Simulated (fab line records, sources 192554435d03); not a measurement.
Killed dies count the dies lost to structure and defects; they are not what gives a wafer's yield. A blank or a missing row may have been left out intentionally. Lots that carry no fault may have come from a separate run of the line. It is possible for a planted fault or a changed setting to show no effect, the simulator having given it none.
Matching of chambers | flow n5 finfet | N5_BEOL_M10_STRIP_36 on rie diel-04 has 4 sister chambers
The step strips in N2/H2. 8 wafers are shown with their chamber, then 8 later ones without.

== WAFERS PAIRED WITH THEIR CHAMBERS ==
wafer  | chamber | drypump motor current A (A) | showerhead plenum p Torr (Torr)
L077.6 | 0       | 6.1                         | 2.43
L080.5 | 3       | 5.7                         | 2.51
L081.2 | 1       | 5.4                         | 2.56
L081.4 | 0       | 6.2                         | 2.43
L086.1 | 1       | 5.4                         | 2.56
L086.2 | 3       | 5.7                         | 2.50
L086.4 | 2       | 6.4                         | 2.42
L091.1 | 2       | 6.4                         | 2.42

== WAFERS WITH NO CHAMBER GIVEN ==
wafer  | drypump motor current A (A) | showerhead plenum p Torr (Torr)
L091.3 | 5.7                         | 2.50
L091.4 | 6.2                         | 2.42
L089.1 | 6.4                         | 2.42
L089.4 | 6.1                         | 2.42
L089.6 | 5.6                         | 2.49
L095.1 | 6.4                         | 2.41
L095.2 | 5.4                         | 2.55
L095.4 | 6.1                         | 2.42

== WHICH CHAMBER EACH ONE RAN IN ==
wafer  | from the rows above | in truth
L091.3 | 3                   | 3
L091.4 | 0                   | 0
L089.1 | 2                   | 2
L089.4 | 0                   | 0
L089.6 | 3                   | 3
L095.1 | 2                   | 2
L095.2 | 1                   | 1
L095.4 | 0                   | 0
Correct placement for 8 of the 8. Left unplaced by these rows: 0. Placed wrongly: 0.
How it was worked out, from the rows above alone: a wafer's distance from a chamber is the root of the sum, over the readings, of the square of ((its reading less the chamber's mean) divided by the reading's scatter). If the next closest chamber is less than 2 further off than the closest, the wafer can't be placed; otherwise it belongs to the closest. Each chamber's mean is taken over the wafers shown for it. The scatter is the square root of a quotient: the sum, over the shown wafers, of each reading's squared deviation from its chamber's mean, divided by wafers minus chambers.
